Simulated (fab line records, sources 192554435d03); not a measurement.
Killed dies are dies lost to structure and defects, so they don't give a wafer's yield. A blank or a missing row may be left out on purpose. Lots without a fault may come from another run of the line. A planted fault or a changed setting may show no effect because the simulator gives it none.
Chamber matching | flow n5_finfet | N5_BEOL_M2_DEP_57 on pecvd-03: 3 sister chambers
The step deposits SiCN from 3MS/NH3, target thk 8 nm, time 14 s. 18 wafers are shown with their chamber, then 9 later ones without.

WAFERS WITH THEIR CHAMBER
wafer  | chamber | showerhead_plenum_p_Torr (Torr) | throttle_valve_pct (%)
L076.1 | 1       | 3.686                           | 9.2
L076.2 | 0       | 3.677                           | 9.1
L076.4 | 1       | 3.693                           | 9.3
L077.4 | 0       | 3.686                           | 9.5
L077.5 | 2       | 3.668                           | 8.7
L077.6 | 1       | 3.686                           | 9.1
L080.2 | 0       | 3.678                           | 9.3
L080.4 | 2       | 3.666                           | 8.4
L080.5 | 0       | 3.684                           | 9.1
L084.2 | 1       | 3.689                           | 9.3
L084.4 | 2       | 3.674                           | 8.5
L084.6 | 0       | 3.676                           | 9.4
L089.4 | 1       | 3.684                           | 9.4
L089.5 | 2       | 3.666                           | 8.9
L089.6 | 0       | 3.670                           | 9.3
L091.1 | 1       | 3.685                           | 9.0
L091.3 | 0       | 3.675                           | 9.4
L091.6 | 1       | 3.688                           | 9.3

SIGNATURES (means of the wafers above)
reading                  | chamber 0 | chamber 1 | chamber 2 | scatter within a chamber
showerhead_plenum_p_Torr | 3.67800   | 3.68729   | 3.66850   | 0.00429
throttle_valve_pct       | 9.300     | 9.229     | 8.625     | 0.164
Rule: a wafer's distance from a chamber is the root of the sum, over the readings, of the square of ((its reading less the chamber's mean) divided by the reading's scatter). The wafer belongs to the nearest chamber; if the next one is less than 2 further off, it can't be placed. The scatter: the root of (the sum of the squares of (reading less its chamber's mean) over the shown wafers, divided by (wafers less chambers)).

WAFERS WITHOUT THEIR CHAMBER
wafer  | showerhead_plenum_p_Torr (Torr) | throttle_valve_pct (%)
L092.1 | 3.673                           | 9.0
L092.4 | 3.668                           | 9.3
L092.5 | 3.689                           | 9.4
L095.2 | 3.665                           | 8.8
L095.4 | 3.683                           | 9.2
L095.5 | 3.658                           | 8.8
L096.3 | 3.678                           | 9.0
L096.4 | 3.695                           | 9.1
L096.6 | 3.666                           | 8.8

WHICH CHAMBER EACH WENT THROUGH
wafer  | from the rows above          | in truth
L092.1 | can't be placed: 0 or 2 or 1 | 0
L092.4 | can't be placed: 0 or 2      | 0
L092.5 | can't be placed: 1 or 0      | 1
L095.2 | 2                            | 2
L095.4 | can't be placed: 1 or 0      | 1
L095.5 | 2                            | 2
L096.3 | can't be placed: 0 or 1 or 2 | 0
L096.4 | 1                            | 1
L096.6 | 2                            | 2
Placed correctly: 4 of 9. Can't be placed from these rows: 5 (the true chamber is among the candidates in 5). Placed wrongly: 0.
